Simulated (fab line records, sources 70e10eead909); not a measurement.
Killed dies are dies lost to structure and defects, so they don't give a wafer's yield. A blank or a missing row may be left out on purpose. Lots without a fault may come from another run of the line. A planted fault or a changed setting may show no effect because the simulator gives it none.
fab line records | flow nand_harc
record lots=22 wafers=66 last_day=32
route steps=1302 shown A_STAIRCASE@669
lots that met no fault: from a run of the same line without faults
start_h: hours from the record's first day to the start of the lot's first wafer shown | wait_h: hours since the lot's step before | " the same as in the row above | L1.1+2: a row that stands for several wafers | - no value, or no start given | * or withheld: withheld | < > ~ a bound
route shown NAME@n: a module of which the file shows steps, and the number in the route of the first | usual: mean/standard deviation of fault-free wafers | same: alike in all rows | chamber/n: place in a boat | sites: the reading at each site | _std_site: their standard deviation | _edge_site: outer sites' mean less inner sites' | radius_mm: how far each site lies from the wafer's centre | mask NAME#n: copy n | behind: the tool/chamber that last shaped the wafer | hold: why the lot was held/for how many hours/how that ended | device: the transistor (n, p or np) that didn't switch | end of line: the same wafers' tests at the end of the route | a step without rows: its recipe alone | killed: dies lost to structure and defects at the first sort, not the wafer's yield | map: a wafer's dies, x killed, . not, _ none there
set.NAME: the setting as run; set.NAME@STEP: as run at that earlier step | model.NAME: the simulator's own value behind a step, which no gauge read
steps of the route over a sample of lots; a table a step, a row a wafer
services: from which hour (start_h, from the record's first day; less than 0 if before it) a tool's chamber was out of use, for how many hours, and why
## steps
# step NHARC_A_STAIRCASE_ETCH_13
# recipe target_depth_a=1000 time_s=40.5 ion_energy_ev=400 c4f8_flow_sccm=20 o2_flow_sccm=10 ar_flow_sccm=withheld rf_w=600 bias_w=1000 chemistry=C4F8/O2
# usual chamber_pressure_mTorr=25.003/0.023 oes_product_au=0.944/0.019 rf_vpp_V=896/6.7
# columns lot.wafer tool chamber start_h wait_h chamber_pressure_mTorr oes_product_au rf_hours_counter_h rf_vpp_V
L075.2 rie_diel-06 2 - - 25.007 0.979 8 895
L075.6 " 0 " " 25.020 0.945 - 887
L075.5 " 1 " " 24.979 0.978 - 888
L074.2 rie_diel-11 1 - - 24.976 0.930 27 889
L074.3 " 2 " " 25.012 0.990 27 896
L074.4 " 0 " " 24.999 0.967 24 892
L076.3 rie_diel-01 2 - - 24.998 0.949 51 904
L076.2 " 3 " " 24.969 0.954 48 895
L076.6 " 2 " " 24.986 0.936 - 904
L078.3 rie_diel-06 3 - - 25.002 0.911 23 889
L078.4 " 1 " " 24.986 0.930 20 888
L078.6 " 3 " " 24.961 0.920 - 888
L077.2 rie_diel-11 3 - - 24.974 0.929 40 894
L077.4 " 1 " " 25.038 0.895 38 889
L077.3 " 2 " " 24.964 0.921 37 895
L079.3 rie_diel-06 2 - - 25.025 0.947 24 893
L079.1 " 0 " " 25.008 0.959 25 888
L079.6 " 2 " " 24.999 0.951 - 895
L080.3 rie_diel-01 0 - - 25.005 0.970 10 900
L080.2 " 1 " " 24.979 0.951 10 907
L080.5 " 1 " " 25.040 0.948 - 906
L081.3 rie_diel-06 1 - - 25.011 0.937 32 886
L081.1 " 0 " " 25.008 0.918 33 888
L081.5 " 2 " " 25.025 0.933 - 893
L082.4 rie_diel-01 0 - - 25.001 0.961 14 902
L082.2 " 1 " " 25.012 0.949 13 906
L082.5 " 2 " " 25.026 0.957 - 904
L083.1 rie_diel-01 1 - - 25.021 0.929 18 905
L083.3 " 3 " " 25.035 0.936 19 894
L083.4 " 2 " " 24.972 0.934 - 904
L084.4 rie_diel-06 1 - - 25.031 0.940 44 887
L084.1 " 3 " " 24.998 0.936 49 886
L084.3 " 0 " " 25.010 0.929 44 889
L085.3 rie_diel-01 2 - - 25.029 0.937 23 902
L085.6 " 3 " " 24.963 0.924 - 894
L085.5 " 1 " " 25.017 0.925 - 906
L086.1 rie_diel-06 2 - - 24.960 0.953 57 896
L086.6 " 3 " " 25.037 0.938 - 887
L086.4 " 2 " " 25.015 0.953 - 894
L087.1 rie_diel-01 2 - - 25.011 0.947 27 902
L087.4 " 3 " " 24.993 0.936 32 894
L087.6 " 2 " " 24.994 0.949 - 902
L088.4 rie_diel-06 3 - - 24.976 0.958 0 907
L088.1 " 1 " " 24.993 0.981 0 905
L088.6 " 0 " " 24.979 0.933 - 888
L090.3 rie_diel-11 2 - - 25.015 0.917 24 894
L090.4 " 3 " " 25.041 0.948 27 893
L090.5 " 0 " " 24.996 0.958 - 894
L091.3 rie_diel-11 3 - - 24.998 0.940 32 893
L091.4 " 1 " " 24.986 0.921 22 906
L091.5 " 3 " " 24.976 0.936 - 892
L092.3 rie_diel-01 2 - - 24.972 0.970 47 902
L092.1 " 3 " " 25.030 0.937 52 895
L092.5 " 1 " " 25.003 0.946 - 905
L093.3 rie_diel-01 2 - - 24.992 0.959 51 902
L093.2 " 3 " " 24.989 0.947 56 894
L093.6 " 2 " " 25.009 0.944 - 902
L095.2 rie_diel-11 1 - - 24.990 0.933 30 905
L095.3 " 2 " " 25.001 0.920 36 893
L095.5 " 3 " " 24.996 0.959 - 893
L096.3 rie_diel-11 2 - - 25.016 0.919 36 895
L096.6 " 0 " " 25.035 0.947 - 892
L096.5 " 1 " " 24.996 0.911 - 905
L094.1 rie_diel-06 1 - - 24.987 0.950 28 904
L094.3 " 3 " " 24.984 0.980 18 906
L094.4 " 0 " " 25.024 0.934 26 887
# step NHARC_A_STAIRCASE_ETCH_17
# recipe target_depth_a=1000 time_s=40.5 ion_energy_ev=400 c4f8_flow_sccm=20 o2_flow_sccm=10 ar_flow_sccm=withheld rf_w=600 bias_w=1000 chemistry=C4F8/O2
# usual chamber_pressure_mTorr=25.000/0.026 oes_product_au=0.944/0.016 rf_vpp_V=896/6.9
# columns lot.wafer tool chamber start_h wait_h chamber_pressure_mTorr oes_product_au rf_hours_counter_h rf_vpp_V
L075.2 rie_diel-06 2 - - 24.962 0.941 8 895
L075.5 " 3 " " 24.994 0.961 - 888
L075.6 " 0 " " 25.016 0.954 - 888
L074.3 rie_diel-11 2 - - 24.960 0.951 27 895
L074.4 " 0 " " 25.006 0.956 24 894
L074.2 " 1 " " 25.056 0.905 27 887
L076.2 rie_diel-01 1 - - 24.984 0.938 51 884
L076.3 " 2 " " 24.983 0.937 51 905
L076.6 " 2 " " 25.000 0.930 - 903
L077.3 rie_diel-11 0 - - 24.989 0.951 36 893
L077.4 " 2 " " 25.044 0.929 37 895
L077.2 " 3 " " 25.038 0.952 40 894
L078.3 rie_diel-06 0 - - 25.002 0.954 25 888
L078.4 " 2 " " 25.001 0.943 24 894
L078.6 " 1 " " 25.011 0.965 - 887
L079.1 rie_diel-06 2 - - 24.969 0.942 24 896
L079.3 " 3 " " 25.006 0.930 25 887
L079.6 " 3 " " 24.966 0.935 - 887
L080.3 rie_diel-01 3 - - 24.996 0.935 7 895
L080.2 " 0 " " 25.025 0.957 10 902
L080.5 " 3 " " 24.936 0.940 - 894
L081.3 rie_diel-06 0 - - 24.960 0.933 33 888
L081.1 " 3 " " 24.999 0.937 33 887
L081.5 " 1 " " 24.981 0.956 - 887
L082.2 rie_diel-01 3 - - 25.015 0.950 11 894
L082.4 " 0 " " 24.955 0.949 14 900
L082.5 " 2 " " 25.013 0.947 - 903
L083.1 rie_diel-01 2 - - 25.010 0.950 16 903
L083.3 " 3 " " 24.983 0.943 19 895
L083.4 " 2 " " 25.039 0.950 - 904
L084.1 rie_diel-06 1 - - 25.034 0.953 45 885
L084.4 " 2 " " 24.998 0.958 49 893
L084.3 " 3 " " 25.029 0.961 49 888
L085.3 rie_diel-01 3 - - 24.970 0.933 26 893
L085.5 " 2 " " 24.992 0.946 - 903
L085.6 " 3 " " 25.005 0.932 - 895
L086.1 rie_diel-06 2 - - 25.034 0.957 57 892
L086.4 " 1 " " 24.949 0.945 - 885
L086.6 " 2 " " 24.995 0.969 - 894
L087.4 rie_diel-01 2 - - 25.006 0.954 27 902
L087.1 " 0 " " 25.005 0.984 26 901
L087.6 " 2 " " 25.024 0.955 - 904
L088.4 rie_diel-06 0 - - 25.021 0.922 0 889
L088.1 " 2 " " 25.000 0.993 0 893
L088.6 " 1 " " 24.988 0.956 - 906
L090.4 rie_diel-11 2 - - 25.053 0.926 24 895
L090.3 " 0 " " 24.985 0.952 26 892
L090.5 " 1 " " 24.971 0.922 - 905
L091.4 rie_diel-11 1 - - 25.000 0.929 22 905
L091.3 " 2 " " 24.994 0.934 28 894
L091.5 " 2 " " 24.993 0.935 - 893
L092.1 rie_diel-01 2 - - 24.995 0.946 48 904
L092.3 " 3 " " 24.947 0.926 52 894
L092.5 " 3 " " 24.930 0.924 - 894
L093.3 rie_diel-01 1 - - 24.971 0.936 58 905
L093.2 " 2 " " 24.966 0.961 51 901
L093.6 " 1 " " 24.985 0.942 - 906
L095.3 rie_diel-11 1 - - 24.980 0.902 31 905
L095.2 " 3 " " 25.021 0.953 39 893
L095.5 " 1 " " 24.966 0.916 - 906
L096.3 rie_diel-11 0 - - 24.980 0.939 40 893
L096.5 " 0 " " 24.973 0.935 - 892
L096.6 " 1 " " 24.980 0.904 - 906
L094.1 rie_diel-06 2 - - 25.013 0.966 28 893
L094.4 " 3 " " 25.017 0.957 18 905
L094.3 " 0 " " 25.005 0.929 26 887
# step NHARC_A_STAIRCASE_ETCH_19
# recipe target_depth_a=1000 time_s=40.5 ion_energy_ev=400 c4f8_flow_sccm=20 o2_flow_sccm=10 ar_flow_sccm=withheld rf_w=600 bias_w=1000 chemistry=C4F8/O2
# usual chamber_pressure_mTorr=25.001/0.023 oes_product_au=0.945/0.016 rf_vpp_V=895/6.7
# columns lot.wafer tool chamber start_h wait_h chamber_pressure_mTorr oes_product_au rf_hours_counter_h rf_vpp_V
L075.2 rie_diel-06 0 - - 25.026 0.951 9 890
L075.6 " 0 " " 24.992 0.953 - 889
L075.5 " 1 " " 25.000 0.968 - 887
L074.3 rie_diel-11 1 - - 24.994 0.897 27 886
L074.4 " 3 " " 25.034 0.938 30 894
L074.2 " 0 " " 25.023 0.946 24 891
L076.2 rie_diel-01 1 - - 24.996 0.939 51 887
L076.3 " 3 " " 25.009 0.952 48 895
L076.6 " 1 " " 25.016 0.938 - 886
L077.3 rie_diel-11 2 - - 24.978 0.942 37 896
L077.4 " 3 " " 25.029 0.951 41 894
L077.2 " 0 " " 25.002 0.949 37 893
L078.3 rie_diel-06 2 - - 24.974 0.944 24 893
L078.4 " 3 " " 24.991 0.934 25 889
L078.6 " 1 " " 24.999 0.969 - 886
L079.1 rie_diel-06 1 - - 25.037 0.951 24 887
L079.3 " 3 " " 24.994 0.947 25 889
L079.6 " 0 " " 24.998 0.933 - 888
L080.2 rie_diel-01 1 - - 25.023 0.936 10 906
L080.3 " 3 " " 25.004 0.949 7 894
L080.5 " 0 " " 24.987 0.959 - 901
L081.3 rie_diel-06 1 - - 24.964 0.951 32 887
L081.1 " 3 " " 25.033 0.935 33 888
L081.5 " 1 " " 25.027 0.966 - 887
L082.2 rie_diel-01 1 - - 25.014 0.942 13 906
L082.4 " 0 " " 24.987 0.951 14 899
L082.5 " 2 " " 24.977 0.951 - 902
L083.3 rie_diel-01 2 - - 24.971 0.963 16 903
L083.1 " 1 " " 24.981 0.956 19 906
L083.4 " 2 " " 24.985 0.956 - 903
L084.3 rie_diel-06 2 - - 25.027 0.960 49 894
L084.4 " 3 " " 24.999 0.942 49 889
L084.1 " 0 " " 25.038 0.936 45 888
L085.3 rie_diel-01 0 - - 25.038 0.960 20 900
L085.6 " 2 " " 24.937 0.966 - 903
L085.5 " 3 " " 25.009 0.934 - 893
L086.1 rie_diel-06 3 - - 25.012 0.958 59 886
L086.4 " 1 " " 24.985 0.951 - 887
L086.6 " 2 " " 25.001 0.961 - 894
L087.4 rie_diel-01 0 - - 25.001 0.976 26 900
L087.1 " 2 " " 24.997 0.954 27 903
L087.6 " 3 " " 24.991 0.936 - 894
L088.1 rie_diel-06 2 - - 25.033 0.978 0 894
L088.4 " 0 " " 24.999 0.934 0 888
L088.6 " 3 " " 24.999 0.941 - 906
L090.3 rie_diel-11 3 - - 24.980 0.946 27 894
L090.4 " 0 " " 25.032 0.950 26 894
L090.5 " 3 " " 24.994 0.942 - 893
L091.3 rie_diel-11 2 - - 25.013 0.948 28 896
L091.4 " 0 " " 24.981 0.942 32 892
L091.5 " 3 " " 24.985 0.943 - 892
L092.1 rie_diel-01 1 - - 25.021 0.924 54 903
L092.3 " 2 " " 24.992 0.953 48 902
L092.5 " 0 " " 24.967 0.937 - 900
L093.2 rie_diel-01 0 - - 25.033 0.954 52 899
L093.3 " 2 " " 25.027 0.966 51 903
L093.6 " 0 " " 25.006 0.948 - 899
L095.3 rie_diel-11 2 - - 25.013 0.929 36 895
L095.2 " 3 " " 24.964 0.942 39 894
L095.5 " 1 " " 25.010 0.922 - 905
L096.3 rie_diel-11 3 - - 24.961 0.950 40 893
L096.5 " 3 " " 25.023 0.955 - 894
L096.6 " 0 " " 25.033 0.957 - 892
L094.4 rie_diel-06 3 - - 25.027 0.949 18 906
L094.1 " 0 " " 24.981 0.912 26 887
L094.3 " 2 " " 25.005 0.966 28 894
# step NHARC_A_STAIRCASE_TRIM_20
# recipe time_s=211.2 o2_flow_sccm=500 ar_flow_sccm=0 bias_w=0 chemistry=O2
# usual chamber_pressure_mTorr=60.00/0.06 drypump_motor_current_A=5.7/0.51 oes_product_au=1.004/0.015 rf_vpp_V=57.8/0.93 showerhead_plenum_p_Torr=3.53/0.18 throttle_valve_pct=17.038/0.0095
# columns lot.wafer tool chamber start_h wait_h chamber_pressure_mTorr drypump_motor_current_A oes_product_au rf_hours_counter_h rf_vpp_V showerhead_plenum_p_Torr throttle_valve_pct
L075.2 rie_diel-11 1 351.84 0.1 60.00 4.9 0.956 26 57.2 3.29 17.047
L075.6 " 1 " " 60.08 4.9 0.967 - 57.6 3.29 17.036
L075.5 " 2 " " 59.97 6.0 1.021 - 56.8 3.52 17.043
L074.4 rie_diel-06 1 355.79 0.1 59.93 6.0 1.017 9 56.9 3.30 17.058
L074.2 " 2 " " 59.95 5.5 1.006 10 57.9 3.49 17.051
L074.3 " 0 " " 60.03 5.7 1.013 11 57.3 3.33 17.050
L076.3 rie_diel-06 0 369.92 0.1 60.02 5.8 1.002 15 58.0 3.33 17.055
L076.2 " 1 " " 59.97 6.0 1.017 15 58.1 3.30 17.045
L076.6 " 0 " " 59.99 5.8 1.008 - 56.2 3.33 17.047
L077.2 rie_diel-11 0 391.52 0.1 60.09 4.7 1.008 37 57.2 3.47 17.032
L077.3 " 1 " " 59.93 4.9 0.973 39 56.0 3.28 17.036
L077.4 " 2 " " 60.10 5.9 1.007 37 59.6 3.52 17.023
L078.4 rie_diel-01 3 393.96 0.1 60.01 5.7 0.990 1 57.3 3.50 17.044
L078.3 " 0 " " 60.12 5.9 1.007 1 57.7 3.65 17.031
L078.6 " 3 " " 59.98 5.7 0.997 - 57.6 3.50 17.042
L079.3 rie_diel-06 3 395.16 0.1 60.00 5.8 1.012 25 57.0 3.30 17.041
L079.1 " 1 " " 60.03 6.0 1.014 24 57.9 3.29 17.055
L079.6 " 3 " " 59.97 5.8 1.009 - 57.2 3.30 17.048
L080.3 rie_diel-01 0 414.68 0.1 60.00 5.8 1.015 10 57.9 3.65 17.038
L080.2 " 1 " " 59.94 5.3 0.993 10 57.9 3.80 17.045
L080.5 " 0 " " 60.09 5.8 1.019 - 57.9 3.65 17.035
L081.3 rie_diel-06 1 415.24 0.1 60.06 6.0 1.012 32 56.6 3.29 17.036
L081.1 " 0 " " 60.00 5.8 0.992 34 56.6 3.32 17.031
L081.5 " 1 " " 59.96 6.0 1.016 - 58.3 3.29 17.035
L082.4 rie_diel-01 1 433.27 0.1 59.91 5.3 0.990 13 60.0 3.80 17.022
L082.2 " 2 " " 59.98 6.7 1.008 11 57.5 3.74 17.046
L082.5 " 1 " " 59.99 5.3 0.994 - 58.4 3.80 17.036
L083.3 rie_diel-01 3 448.05 0.1 60.06 5.8 0.995 19 58.4 3.49 17.053
L083.1 " 1 " " 60.06 5.3 1.000 19 58.6 3.80 17.031
L083.4 " 2 " " 60.05 6.7 1.012 - 58.4 3.73 17.032
L084.3 rie_diel-06 1 450.16 0.1 59.94 6.0 1.010 45 58.3 3.28 17.047
L084.4 " 3 " " 60.00 5.7 1.002 49 58.0 3.29 17.038
L084.1 " 0 " " 60.02 5.8 0.990 45 58.4 3.31 17.020
L085.3 rie_diel-01 1 461.30 0.1 59.97 5.3 0.997 26 57.9 3.79 17.036
L085.6 " 0 " " 59.92 5.8 1.022 - 56.8 3.64 17.034
L085.5 " 1 " " 59.93 5.3 0.994 - 56.0 3.79 17.043
L086.1 rie_diel-06 1 475.52 0.1 59.98 6.0 1.001 52 58.1 3.28 17.032
L086.6 " 2 " " 60.08 5.6 1.012 - 55.5 3.47 17.032
L086.4 " 1 " " 59.93 6.0 1.007 - 57.0 3.28 17.064
L087.4 rie_diel-01 0 478.88 0.1 60.00 5.9 1.030 26 56.3 3.64 17.040
L087.1 " 2 " " 60.05 6.7 1.001 27 57.2 3.73 17.038
L087.6 " 0 " " 59.94 5.9 1.028 - 59.0 3.64 17.046
L088.1 rie_diel-01 2 495.31 0.1 59.91 6.7 1.019 35 57.8 3.72 17.050
L088.4 " 1 " " 60.03 5.3 0.989 39 58.0 3.79 17.036
L088.6 " 3 " " 60.09 5.7 0.990 - 57.3 3.48 17.036
L090.4 rie_diel-11 1 517.55 0.1 59.96 4.9 0.978 19 60.5 3.80 17.038
L090.3 " 3 " " 60.00 5.5 1.012 27 56.8 3.44 17.027
L090.5 " 1 " " 59.90 4.9 0.979 - 59.0 3.80 17.019
L091.4 rie_diel-11 3 536.45 0.1 60.03 5.5 1.016 33 58.1 3.44 17.040
L091.3 " 2 " " 60.08 5.9 1.007 29 56.4 3.49 17.033
L091.5 " 3 " " 60.01 5.5 1.014 - 58.2 3.44 17.029
L092.3 rie_diel-01 3 536.87 0.1 60.06 5.7 0.995 52 57.4 3.47 17.041
L092.1 " 0 " " 59.94 5.8 1.009 48 57.1 3.63 17.034
L092.5 " 1 " " 59.97 5.3 0.991 - 58.7 3.78 17.024
L093.2 rie_diel-01 2 551.73 0.1 59.97 6.7 1.011 51 59.7 3.71 17.044
L093.3 " 0 " " 59.87 5.8 1.013 52 59.0 3.62 17.030
L093.6 " 2 " " 60.03 6.7 1.002 - 59.4 3.71 17.019
L095.3 rie_diel-11 3 560.61 0.1 60.02 5.5 1.011 40 58.0 3.44 17.041
L095.2 " 2 " " 60.08 5.9 0.980 36 57.7 3.49 17.043
L095.5 " 3 " " 60.02 5.5 1.015 - 57.6 3.44 17.032
L096.3 rie_diel-11 1 561.26 0.1 60.06 4.9 0.969 31 59.2 3.79 17.043
L096.6 " 0 " " 59.97 4.7 1.017 - 57.3 3.44 17.033
L096.5 " 1 " " 59.97 4.9 0.974 - 59.0 3.79 17.031
L094.1 rie_diel-06 1 564.82 0.1 59.98 6.0 1.009 29 59.9 3.79 17.027
L094.3 " 2 " " 60.06 5.5 1.021 28 58.2 3.45 17.031
L094.4 " 3 " " 59.99 5.7 1.005 18 59.2 3.80 17.040
# step NHARC_A_STAIRCASE_TRIM_22
# recipe time_s=211.2 o2_flow_sccm=500 ar_flow_sccm=0 bias_w=0 chemistry=O2
# usual chamber_pressure_mTorr=60.01/0.055 drypump_motor_current_A=5.7/0.51 oes_product_au=1.002/0.016 rf_vpp_V=57.7/0.92 showerhead_plenum_p_Torr=3.54/0.18 throttle_valve_pct=17.037/0.009
# columns lot.wafer tool chamber start_h wait_h chamber_pressure_mTorr drypump_motor_current_A oes_product_au rf_hours_counter_h rf_vpp_V showerhead_plenum_p_Torr throttle_valve_pct
L075.2 rie_diel-11 1 - - 59.95 4.9 0.957 26 58.0 3.29 17.040
L075.6 " 3 " " 60.09 5.5 0.991 - 57.0 3.47 17.042
L075.5 " 0 " " 59.98 4.7 1.001 - 56.6 3.48 17.046
L074.3 rie_diel-06 3 - - 60.05 5.8 1.010 11 57.2 3.31 17.056
L074.4 " 0 " " 60.04 5.8 1.011 11 57.1 3.33 17.041
L074.2 " 2 " " 60.12 5.6 1.014 10 57.4 3.49 17.031
L076.3 rie_diel-06 1 - - 59.98 6.0 1.016 15 57.1 3.30 17.040
L076.2 " 3 " " 59.94 5.7 1.005 17 58.2 3.31 17.036
L076.6 " 0 " " 60.07 5.8 0.997 - 57.7 3.33 17.035
L077.3 rie_diel-11 3 - - 59.99 5.5 1.004 41 56.9 3.47 17.052
L077.4 " 0 " " 60.04 4.7 1.012 37 56.9 3.47 17.034
L077.2 " 2 " " 59.93 6.0 1.011 37 57.9 3.52 17.042
L078.4 rie_diel-01 3 - - 59.98 5.7 1.002 1 57.4 3.50 17.031
L078.3 " 1 " " 60.12 5.3 0.993 1 58.5 3.81 17.045
L078.6 " 3 " " 60.03 5.7 0.997 - 57.0 3.50 17.048
L079.1 rie_diel-06 3 - - 60.07 5.8 0.999 26 57.2 3.30 17.039
L079.3 " 0 " " 59.88 5.8 0.998 25 57.1 3.32 17.044
L079.6 " 2 " " 59.93 5.6 1.003 - 57.0 3.49 17.039
L080.2 rie_diel-01 2 - - 59.91 6.7 1.007 7 57.2 3.74 17.035
L080.3 " 0 " " 60.02 5.8 1.021 10 58.1 3.65 17.043
L080.5 " 1 " " 60.03 5.3 0.989 - 59.5 3.80 17.026
L081.1 rie_diel-06 0 - - 59.98 5.8 0.993 34 57.7 3.32 17.033
L081.3 " 2 " " 59.98 5.5 1.010 32 56.8 3.48 17.029
L081.5 " 1 " " 60.01 6.0 1.020 - 57.2 3.29 17.026
L082.2 rie_diel-01 1 - - 60.00 5.3 0.985 14 58.7 3.80 17.031
L082.4 " 3 " " 60.06 5.7 1.004 12 57.3 3.49 17.027
L082.5 " 1 " " 60.10 5.3 0.998 - 58.4 3.80 17.031
L083.1 rie_diel-01 2 - - 60.01 6.7 1.011 16 58.7 3.73 17.030
L083.3 " 1 " " 59.95 5.3 0.998 19 57.1 3.80 17.049
L083.4 " 3 " " 59.95 5.7 0.999 - 59.0 3.49 17.020
L084.1 rie_diel-06 3 - - 60.04 5.8 0.997 49 55.7 3.29 17.031
L084.3 " 0 " " 59.92 5.7 0.984 45 57.9 3.31 17.040
L084.4 " 1 " " 60.08 6.0 1.004 45 57.8 3.28 17.045
L085.3 rie_diel-01 0 - - 60.02 5.9 1.018 21 58.5 3.64 17.051
L085.6 " 3 " " 60.07 5.7 0.985 - 58.9 3.48 17.056
L085.5 " 0 " " 59.95 5.8 1.024 - 58.4 3.64 17.046
L086.1 rie_diel-06 3 - - 60.00 5.8 1.013 59 57.7 3.28 17.037
L086.4 " 3 " " 60.07 5.7 1.016 - 56.2 3.28 17.049
L086.6 " 2 " " 60.04 5.6 1.031 - 57.3 3.47 17.037
L087.1 rie_diel-01 1 - - 59.99 5.3 0.991 32 58.3 3.79 17.027
L087.4 " 0 " " 59.97 5.9 1.022 26 59.0 3.64 17.034
L087.6 " 1 " " 60.06 5.3 0.987 - 58.5 3.79 17.031
L088.1 rie_diel-01 0 - - 60.04 5.8 1.018 32 58.5 3.64 17.038
L088.4 " 2 " " 59.94 6.7 1.013 35 58.4 3.72 17.016
L088.6 " 0 " " 59.95 5.8 1.020 - 57.7 3.64 17.045
L090.3 rie_diel-11 2 - - 60.08 5.9 0.976 25 56.3 3.50 17.033
L090.4 " 3 " " 60.02 5.5 1.019 27 57.2 3.44 17.016
L090.5 " 2 " " 60.01 5.9 0.971 - 57.8 3.50 17.044
L091.3 rie_diel-11 0 - - 60.00 4.7 1.014 32 56.4 3.44 17.038
L091.4 " 3 " " 59.96 5.5 1.000 33 57.8 3.44 17.026
L091.5 " 1 " " 59.99 4.9 0.978 - 57.7 3.79 17.045
L092.1 rie_diel-01 2 - - 60.09 6.7 1.004 48 58.5 3.72 17.054
L092.3 " 3 " " 60.04 5.7 0.990 53 57.1 3.47 17.042
L092.5 " 2 " " 59.93 6.7 1.000 - 56.2 3.72 17.058
L093.2 rie_diel-01 1 - - 59.88 5.2 0.988 62 59.2 3.77 17.013
L093.3 " 2 " " 60.05 6.7 1.004 53 57.1 3.71 17.029
L093.6 " 1 " " 59.95 5.3 0.998 - 59.5 3.77 17.033
L095.3 rie_diel-11 0 - - 60.11 4.7 1.017 40 58.1 3.44 17.030
L095.2 " 1 " " 59.95 4.9 0.974 31 58.2 3.79 17.030
L095.5 " 3 " " 60.04 5.5 1.022 - 57.4 3.44 17.044
L096.3 rie_diel-11 3 - - 59.99 5.5 1.013 40 58.1 3.44 17.050
L096.5 " 1 " " 60.01 4.9 0.965 - 58.9 3.79 17.037
L096.6 " 2 " " 60.03 5.9 0.976 - 56.4 3.49 17.025
L094.3 rie_diel-06 0 - - 59.95 5.7 0.994 26 57.6 3.29 17.021
L094.4 " 1 " " 60.02 6.0 1.016 29 56.9 3.79 17.054
L094.1 " 2 " " 60.12 5.6 1.025 28 56.9 3.45 17.033
# step NHARC_A_STAIRCASE_ETCH_194
# recipe target_depth_a=1000 time_s=40.5 ion_energy_ev=400 c4f8_flow_sccm=20 o2_flow_sccm=10 ar_flow_sccm=withheld rf_w=600 bias_w=1000 chemistry=C4F8/O2
# usual chamber_pressure_mTorr=25.000/0.023 oes_product_au=0.946/0.016 rf_vpp_V=895/6.3
# columns lot.wafer tool chamber start_h wait_h chamber_pressure_mTorr oes_product_au rf_hours_counter_h rf_vpp_V
L075.2 rie_diel-06 0 - - 24.985 0.947 11 889
L075.5 " 0 " " 25.006 0.957 - 889
L075.6 " 1 " " 25.001 0.943 - 887
L074.4 rie_diel-01 0 - - 25.005 0.948 45 899
L074.2 " 1 " " 25.008 0.940 47 888
L074.3 " 3 " " 24.989 0.954 44 893
L076.3 rie_diel-06 1 - - 24.991 0.952 17 888
L076.2 " 2 " " 25.027 0.934 18 894
L076.6 " 1 " " 24.967 0.951 - 887
L077.3 rie_diel-11 0 - - 25.016 0.962 39 894
L077.2 " 1 " " 25.002 0.916 41 888
L077.4 " 2 " " 24.994 0.959 40 897
L078.3 rie_diel-01 2 - - 24.997 0.943 2 904
L078.4 " 1 " " 24.992 0.928 2 907
L078.6 " 3 " " 24.992 0.937 - 896
L079.3 rie_diel-06 1 - - 25.007 0.961 26 887
L079.1 " 3 " " 24.995 0.959 28 888
L079.6 " 0 " " 25.040 0.966 - 888
L080.2 rie_diel-06 2 - - 25.032 0.966 33 895
L080.3 " 3 " " 24.985 0.942 34 889
L080.5 " 2 " " 25.003 0.959 - 893
L081.3 rie_diel-11 1 - - 24.983 0.923 51 887
L081.1 " 3 " " 25.009 0.956 51 894
L081.5 " 2 " " 25.005 0.947 - 896
L082.2 rie_diel-01 1 - - 25.011 0.946 14 907
L082.4 " 2 " " 25.003 0.959 12 902
L082.5 " 3 " " 25.011 0.948 - 896
L084.3 rie_diel-11 2 - - 24.981 0.930 5 895
L084.1 " 3 " " 25.016 0.938 5 893
L084.4 " 3 " " 24.991 0.937 - 894
L083.1 rie_diel-11 2 - - 24.995 0.937 5 895
L083.3 " 0 " " 25.014 0.946 5 893
L083.4 " 1 " " 25.034 0.938 0 907
L085.3 rie_diel-06 1 - - 24.970 0.961 49 887
L085.5 " 1 " " 25.040 0.964 - 887
L085.6 " 2 " " 24.992 0.948 - 894
L086.1 rie_diel-11 2 - - 24.995 0.937 14 896
L086.4 " 0 " " 25.008 0.950 15 893
L086.6 " 2 " " 25.019 0.923 - 895
L087.1 rie_diel-11 0 - - 25.001 0.945 16 892
L087.4 " 2 " " 25.034 0.930 15 896
L087.6 " 0 " " 24.997 0.953 - 893
L088.4 rie_diel-11 2 - - 25.001 0.914 20 894
L088.1 " 0 " " 25.004 0.960 23 893
L088.6 " 1 " " 25.032 0.932 - 904
L090.4 rie_diel-06 0 - - 25.001 0.931 7 887
L090.3 " 1 " " 25.006 0.945 8 905
L090.5 " 3 " " 25.002 0.961 - 906
L091.4 rie_diel-01 2 - - 24.983 0.942 49 903
L091.3 " 0 " " 24.953 0.941 50 899
L091.5 " 3 " " 25.018 0.953 - 893
L092.3 rie_diel-06 2 - - 24.991 0.983 18 893
L092.1 " 0 " " 25.017 0.928 16 887
L092.5 " 2 " " 25.020 0.988 - 893
L093.3 rie_diel-01 0 - - 24.993 0.942 56 900
L093.2 " 2 " " 25.004 0.942 54 903
L093.6 " 3 " " 25.004 0.933 - 892
L095.2 rie_diel-11 0 - - 24.986 0.974 41 892
L095.3 " 1 " " 24.978 0.937 33 904
L095.5 " 0 " " 24.997 0.963 - 895
L096.3 rie_diel-06 0 - - 25.015 0.925 26 887
L096.5 " 2 " " 25.023 0.973 - 892
L096.6 " 3 " " 25.018 0.956 - 905
L094.3 rie_diel-11 2 - - 24.985 0.944 41 895
L094.1 " 3 " " 24.984 0.959 45 894
L094.4 " 1 " " 25.021 0.913 36 905
## services
# columns tool chamber start_h hours kind
rie_diel-11 3 330.71 3.4 repair
rie_diel-01 0 336.59 - clean
rie_diel-01 1 336.59 - clean
rie_diel-01 2 336.59 - clean
rie_diel-01 3 336.59 - clean
rie_diel-01 0 361.09 - clean
rie_diel-01 1 361.09 - clean
rie_diel-01 2 361.09 - clean
rie_diel-01 3 361.09 - clean
rie_diel-01 - 382.14 9.0 pm
rie_diel-01 0 382.14 9.0 vent_cycle
rie_diel-01 1 382.14 9.0 vent_cycle
rie_diel-01 2 382.14 9.0 vent_cycle
rie_diel-01 3 382.14 9.0 vent_cycle
rie_diel-01 0 391.14 - clean
rie_diel-01 1 391.14 - clean
rie_diel-01 1 391.14 - consumable_replace:showerhead
rie_diel-01 2 391.14 - clean
rie_diel-11 - 434.35 9.0 pm
rie_diel-01 0 441.28 19.2 repair
rie_diel-01 2 464.25 5.7 repair
rie_diel-06 0 471.24 7.3 repair
rie_diel-06 - 484.20 9.0 pm
rie_diel-01 - 559.14 9.0 pm
## key
fault none
